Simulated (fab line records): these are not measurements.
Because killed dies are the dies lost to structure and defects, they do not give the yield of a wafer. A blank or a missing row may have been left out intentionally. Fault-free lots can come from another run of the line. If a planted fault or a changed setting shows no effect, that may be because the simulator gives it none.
Problem report, 8D (eight disciplines) form, completed by code -- flow nand harc -- the parts of the form that need people (team, actions taken, sign-off) are left out

== 1. PROBLEM STATEMENT ==
Wafers without a fault read 120.1 nm, standard deviation 0.58; cd nm at NHARC_P_GATE_CD_MEAS_26 reads a mean of 136.4 nm on 6 wafers belonging to 2 lots. Measured from the usual mean, that is +28 standard deviations.
The step: target cd 120 nm.
Earliest sighting: wafer L535.2 on cd sem-03 at day 11 02:58. At this step, 39 wafers from 13 lots have a number in the record. Rule for "out", or "out of limits": more than 4 standard deviations from the usual mean. Any other wafer with a number is counted as sound.

== 2. WHAT IT IS, WHAT IT ISN'T ==
question,is,is not
which readings at this step,cd nm,-
which lots,"L535, L537","L521, L522, L524, L527, L528, L529, L534, L540, L541, L543, L544"
which wafers of those lots,all that have a number,-
read on which gauges,cd sem-03,"cd sem-01, cd sem-02"
when,from day 11 02:58,"up to then (21 sound wafers); but 12 sound wafers of L540, L541, L543, L544 came after"

== 3. SUSPECTS, AND WHAT RULES EACH OUT ==
Counting: a tool stays on the suspect list if, at a process step up to the reading, it processed all lots that are out and no sound lot following the first of them.
- the gauge at NHARC_P_GATE_CD_MEAS_26: ruled out. All the wafers that are out were read on cd sem-03, but those of them that NHARC_P_GATE_PEB_24 has rows for are out there too, on other tools.
- cmp-03 at NHARC_P_STI_CMP_21 (polishes, t overpolish 20 s, target thk 380.67 nm): ruled out as a lasting fault. Sound lots L540, L544 ran on it after its first lot that is out, L535 (day 9 17:23).
- litho track-04 at NHARC_P_GATE_PEB_24 (peb time 65 s): ruled out as a lasting fault. Sound lots L543 ran on it after its first lot that is out, L535 (day 11 02:53).
Left after counting: nothing in the record.

== 4. THE CAUSE (what the simulator had put in) ==
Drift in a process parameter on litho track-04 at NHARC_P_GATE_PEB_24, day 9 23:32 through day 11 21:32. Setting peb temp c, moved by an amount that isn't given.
Counting ruled it out, wrongly: the rule takes a fault to strike every lot that its tool runs from its start on, and this one did not.

== 5. SEQUENCE OF EFFECTS, ordered by route ==
Rows list readings where the struck wafers' mean (over those with a number) sits beyond 3 standard deviations from the usual. Only readings for which the record gives a usual standard deviation are gone through. hours: the time from each lot's start at the first step in this table that gives one to its start at this step, as a median over the lots. sigmas: the change in usual standard deviations.
hours,step,reading,usual,on struck wafers,change,sigmas
0,NHARC_P_GATE_PEB_24,heater power total W,156.6 W,147.5,-9.1,-21
0,NHARC_P_GATE_PEB_24,plate temp C,99.99 C,95.81,-4.18,-35
0,NHARC_P_GATE_CD_MEAS_26,cd nm,120.1 nm,136.4,+16.3,+28
474,NHARC_END_SORT_01,killed at periphery,3.6,72.5,+68.9,+30
474,NHARC_END_SORT_01,killed dies,63,138,+74,+4.1
Here are the process steps it includes:
- NHARC_P_GATE_PEB_24: peb time 65 s.
Later measuring or inspecting steps at which every struck wafer that the step has a row for has a number for every such reading, and none has moved that far: NHARC_P_GATE_OVL_MEAS_27.

== 6. WHAT WOULD HAVE CAUGHT IT SOONER ==
27 hours passed between the start of the fault at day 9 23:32 and the first reading out of limits at a measuring or inspecting step in this record, taken at day 11 02:58.
At NHARC_P_GATE_PEB_24, the tool's own readings (heater power total W, plate temp C) were out on each struck wafer the step has a row for, so an alarm limit on them would have fired on the first such wafer.
